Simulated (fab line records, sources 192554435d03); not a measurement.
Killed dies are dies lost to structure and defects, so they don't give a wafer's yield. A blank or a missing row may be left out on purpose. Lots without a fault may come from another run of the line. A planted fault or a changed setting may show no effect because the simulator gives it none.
Which tool did it? | flow n5_finfet | 9 lots, 27 wafers sampled, at 6 steps of a route of 1938

WHAT THE GAUGES READ, wafer by wafer
N5_FIN_SAQP_INSPECT_40: inspects for defects (brightfield). Usual: raw_defect_count 221, standard deviation 57.
lot  | measured    | on                | raw_defect_count | flag
L168 | day 2 21:41 | defect_inspect-02 | 169 275 167      |
L169 | day 3 04:50 | defect_inspect-01 | 168 218 182      |
L171 | day 3 14:18 | defect_inspect-02 | 1153 1152 1017   | OFF
L174 | day 4 08:52 | defect_inspect-01 | 1115 1144 1170   | OFF
L179 | day 5 14:19 | defect_inspect-01 | 179 263 200      |
L184 | day 7 10:20 | defect_inspect-01 | 351 156 165      |
L186 | day 7 19:53 | defect_inspect-02 | 197 273 183      |
L187 | day 7 20:07 | defect_inspect-02 | 200 228 239      |
L188 | day 7 23:16 | defect_inspect-02 | 246 217 174      |

N5_FIN_CUT_INSPECT_10: inspects for defects (brightfield). Usual: raw_defect_count 41, standard deviation 11.
lot  | measured    | on                | raw_defect_count | flag
L168 | day 2 22:13 | defect_inspect-02 | 36 44 31         |
L169 | day 3 05:14 | defect_inspect-01 | 29 27 30         |
L171 | day 3 14:41 | defect_inspect-02 | 972 977 918      | OFF
L174 | day 4 09:16 | defect_inspect-02 | 933 906 971      | OFF
L179 | day 5 14:42 | defect_inspect-02 | 36 36 39         |
L184 | day 7 10:43 | defect_inspect-02 | 59 41 25         |
L186 | day 7 20:17 | defect_inspect-02 | 40 46 29         |
L187 | day 7 20:30 | defect_inspect-01 | 35 49 45         |
L188 | day 7 23:39 | defect_inspect-01 | 46 43 42         |

WHICH TOOL RAN EACH LOT (tool, then ch and the chambers of the sampled wafers, then the start)
lot  | N5_FIN_SAQP_ETCH_57               | N5_FIN_SAQP_ETCH_69               | N5_FIN_SAQP_MANDREL2_REMOVE_60  | N5_FIN_SAQP_ETCH_64
L168 | rie_diel-05 ch 0,2,3, day 2 18:28 | rie_diel-02 ch 0,1,2, day 2 19:19 | rie_si-02 ch 0,1,2, day 2 20:59 | rie_si-03 ch 1,2,3, day 2 21:25
L169 | rie_diel-02 ch 0,2,3, day 3 02:41 | rie_diel-04 ch 0,1,3, day 3 03:26 | rie_si-01 ch 0,2,3, day 3 04:08 | rie_si-02 ch 0,1,2, day 3 04:34
L171 | rie_diel-02 ch 0,2,3, day 3 12:08 | rie_diel-05 ch 0,1,2, day 3 12:53 | rie_si-02 ch 0,1,2, day 3 13:36 | rie_si-03 ch 0,2,3, day 3 14:01
L174 | rie_diel-02 ch 0,1,3, day 4 06:45 | rie_diel-05 ch 2,3, day 4 07:25   | rie_si-02 ch 0,3, day 4 08:11   | rie_si-03 ch 0,3, day 4 08:36
L179 | rie_diel-05 ch 0,3, day 5 12:10   | rie_diel-04 ch 2,3, day 5 12:50   | rie_si-01 ch 0,2,3, day 5 13:34 | rie_si-02 ch 0,2,3, day 5 14:02
L184 | rie_diel-05 ch 0,1,3, day 7 08:03 | rie_diel-02 ch 0,2,3, day 7 08:44 | rie_si-02 ch 1,2,3, day 7 09:34 | rie_si-03 ch 0,1,2, day 7 10:03
L186 | rie_diel-02 ch 0,1,3, day 7 17:18 | rie_diel-04 ch 0,2, day 7 18:02   | rie_si-03 ch 1,2,3, day 7 19:07 | rie_si-03 ch 0,3, day 7 19:37
L187 | rie_diel-02 ch 1,2, day 7 17:31   | rie_diel-02 ch 1,2,3, day 7 18:11 | rie_si-01 ch 1,2,3, day 7 19:22 | rie_si-02 ch 0,1,3, day 7 19:50
L188 | rie_diel-02 ch 1,2,3, day 7 20:53 | rie_diel-05 ch 0,1,2, day 7 21:45 | rie_si-02 ch 1,2,3, day 7 22:29 | rie_si-01 ch 1,2,3, day 7 22:59
- N5_FIN_SAQP_ETCH_57: etches SiNx in CH3F/O2, target depth 32.5 nm, time 46.4 s.
- N5_FIN_SAQP_ETCH_69: etches SOC in N2/H2, stops on SiNx, target depth 150 nm.
- N5_FIN_SAQP_MANDREL2_REMOVE_60: chemistry HBr/Cl2/O2, target a-Si, stops on SiNx, bt time 10 s.
- N5_FIN_SAQP_ETCH_64: etches SiO2 in CF4, target depth 1.5 nm.

WHAT THE TOOLS THEMSELVES READ (means of the sampled wafers that have a number; where no wafer has one, the mark that the record gives instead)
N5_FIN_SAQP_ETCH_57. Usual: chamber_pressure_mTorr 29.997 mTorr, standard deviation 0.029; drypump_motor_current_A 5.7 A, standard deviation 0.45; etch_rf_on_time_s 46.0 s, standard deviation 0.72; oes_product_au 0.66 a.u., standard deviation 0.056; rf_vpp_V 299.5 V, standard deviation 2.2; showerhead_plenum_p_Torr 2.03 Torr, standard deviation 0.036; throttle_valve_pct 16.31 %, standard deviation 0.16.
lot  | tool        | chamber_pressure_mTorr (mTorr) | drypump_motor_current_A (A) | etch_rf_on_time_s (s) | oes_product_au (a.u.) | rf_vpp_V (V) | showerhead_plenum_p_Torr (Torr) | throttle_valve_pct (%) | flag
L168 | rie_diel-05 | 29.986                         | 5.8                         | 45.5                  | 0.66                  | 297.5        | 2.04                            | 16.23                  |
L169 | rie_diel-02 | 30.000                         | 5.6                         | 45.3                  | 0.69                  | 301.4        | 2.04                            | 16.35                  |
L171 | rie_diel-02 | 30.010                         | 5.7                         | 44.9                  | 0.69                  | 301.8        | 2.04                            | 16.36                  |
L174 | rie_diel-02 | 29.985                         | 5.9                         | 45.5                  | 0.68                  | 300.6        | 2.04                            | 16.33                  |
L179 | rie_diel-05 | 30.011                         | 5.9                         | 46.7                  | 0.65                  | 297.0        | 2.04                            | 16.31                  |
L184 | rie_diel-05 | 30.023                         | 6.0                         | 46.6                  | 0.68                  | 298.0        | 2.02                            | 16.22                  |
L186 | rie_diel-02 | 29.983                         | 5.9                         | 45.6                  | 0.66                  | 300.5        | 2.03                            | 16.39                  |
L187 | rie_diel-02 | 29.983                         | 5.2                         | 46.0                  | 0.64                  | 301.5        | 2.00                            | 16.52                  |
L188 | rie_diel-02 | 29.993                         | 5.5                         | 46.3                  | 0.62                  | 301.7        | 2.02                            | 16.49                  |

N5_FIN_SAQP_ETCH_69. Usual: chamber_pressure_mTorr 30.000 mTorr, standard deviation 0.024; drypump_motor_current_A 5.8 A, standard deviation 0.43; oes_product_au 0.76 a.u., standard deviation 0.067; rf_vpp_V 241.1 V, standard deviation 1; showerhead_plenum_p_Torr 2.57 Torr, standard deviation 0.048; throttle_valve_pct 17.78 %, standard deviation 0.19.
lot  | tool        | chamber_pressure_mTorr (mTorr) | drypump_motor_current_A (A) | oes_product_au (a.u.) | rf_vpp_V (V) | showerhead_plenum_p_Torr (Torr) | throttle_valve_pct (%) | flag
L168 | rie_diel-02 | 30.007                         | 5.6                         | 0.82                  | 241.1        | 2.57                            | 17.83                  |
L169 | rie_diel-04 | 29.982                         | 5.6                         | 0.71                  | 240.8        | 2.60                            | 17.80                  |
L171 | rie_diel-05 | 29.981                         | 6.0                         | 0.82                  | 240.7        | 2.54                            | 17.56                  |
L174 | rie_diel-05 | 29.981                         | 5.6                         | 0.76                  | 242.1        | 2.62                            | 17.67                  |
L179 | rie_diel-04 | 30.009                         | 5.6                         | 0.71                  | 240.5        | 2.60                            | 17.91                  |
L184 | rie_diel-02 | 29.988                         | 5.6                         | 0.77                  | 241.8        | 2.58                            | 17.91                  |
L186 | rie_diel-04 | 29.995                         | 6.1                         | 0.70                  | 241.2        | 2.52                            | 17.77                  |
L187 | rie_diel-02 | 30.002                         | 5.5                         | 0.73                  | 241.7        | 2.57                            | 18.01                  |
L188 | rie_diel-05 | 30.002                         | 6.1                         | 0.77                  | 240.3        | 2.52                            | 17.61                  |

N5_FIN_SAQP_MANDREL2_REMOVE_60. Usual: chamber_pressure_mTorr 10.000 mTorr, standard deviation 0.0091; drypump_motor_current_A 5.6 A, standard deviation 0.48; oes_product_au 1.000 a.u., standard deviation 0.023; throttle_valve_pct 36.88 %, standard deviation 0.27.
lot  | tool      | chamber_pressure_mTorr (mTorr) | drypump_motor_current_A (A) | oes_product_au (a.u.) | throttle_valve_pct (%) | flag
L168 | rie_si-02 | 10.003                         | 5.4                         | 1.011                 | 37.12                  |
L169 | rie_si-01 | 9.995                          | 5.9                         | 0.994                 | 36.64                  |
L171 | rie_si-02 | 10.000                         | 5.4                         | 1.003                 | 37.13                  |
L174 | rie_si-02 | 9.997                          | 5.5                         | 0.984                 | 36.79                  |
L179 | rie_si-01 | 10.001                         | 5.8                         | 0.996                 | 36.64                  |
L184 | rie_si-02 | 9.996                          | 5.5                         | 0.995                 | 37.03                  |
L186 | rie_si-03 | 9.998                          | 5.2                         | 1.013                 | 36.88                  |
L187 | rie_si-01 | 9.996                          | 6.3                         | 1.005                 | 36.71                  |
L188 | rie_si-02 | 10.014                         | 5.5                         | 0.986                 | 37.03                  |

N5_FIN_SAQP_ETCH_64. Usual: chamber_pressure_mTorr 10.001 mTorr, standard deviation 0.0094; drypump_motor_current_A 5.6 A, standard deviation 0.48; oes_product_au 0.997 a.u., standard deviation 0.021; throttle_valve_pct 21.90 %, standard deviation 0.23.
lot  | tool      | chamber_pressure_mTorr (mTorr) | drypump_motor_current_A (A) | oes_product_au (a.u.) | throttle_valve_pct (%) | flag
L168 | rie_si-03 | 10.005                         | 5.2                         | 1.003                 | 21.88                  |
L169 | rie_si-02 | 10.004                         | 5.4                         | 1.009                 | 22.13                  |
L171 | rie_si-03 | 10.007                         | 5.4                         | 1.008                 | 21.73                  |
L174 | rie_si-03 | 10.000                         | 5.7                         | 0.995                 | 21.72                  |
L179 | rie_si-02 | 10.002                         | 5.3                         | 0.985                 | 21.96                  |
L184 | rie_si-03 | 9.994                          | 5.6                         | 0.988                 | 21.81                  |
L186 | rie_si-03 | 9.995                          | 5.6                         | 0.994                 | 21.73                  |
L187 | rie_si-02 | 10.004                         | 5.6                         | 0.985                 | 21.92                  |
L188 | rie_si-01 | 10.009                         | 6.3                         | 1.008                 | 21.87                  |

THE ANSWER, worked out from the rows above alone
Rule: a lot is off if the mean of its wafers that have a number lies more than 3 standard deviations from the usual mean. A lot without any number at a reading at which 4 lots or more have one is off too. The other lots that the step has rows for count as sound. The gauges are gone through in route order, then the tools' own readings, and for those a lot's mean is taken as printed above. The first step at which some lot is off is used, and at that step the reading that is off furthest; a lot without a number counts as furthest.
Off: L171, L174, at N5_FIN_SAQP_INSPECT_40 (raw_defect_count).
A tool fits if, at a process step before that reading, it ran every lot that is off, and no sound lot after the first of them. The gauges at N5_FIN_SAQP_INSPECT_40 are tried like those tools. None of those tried fits.

WHAT THE SIMULATOR HAD PUT IN
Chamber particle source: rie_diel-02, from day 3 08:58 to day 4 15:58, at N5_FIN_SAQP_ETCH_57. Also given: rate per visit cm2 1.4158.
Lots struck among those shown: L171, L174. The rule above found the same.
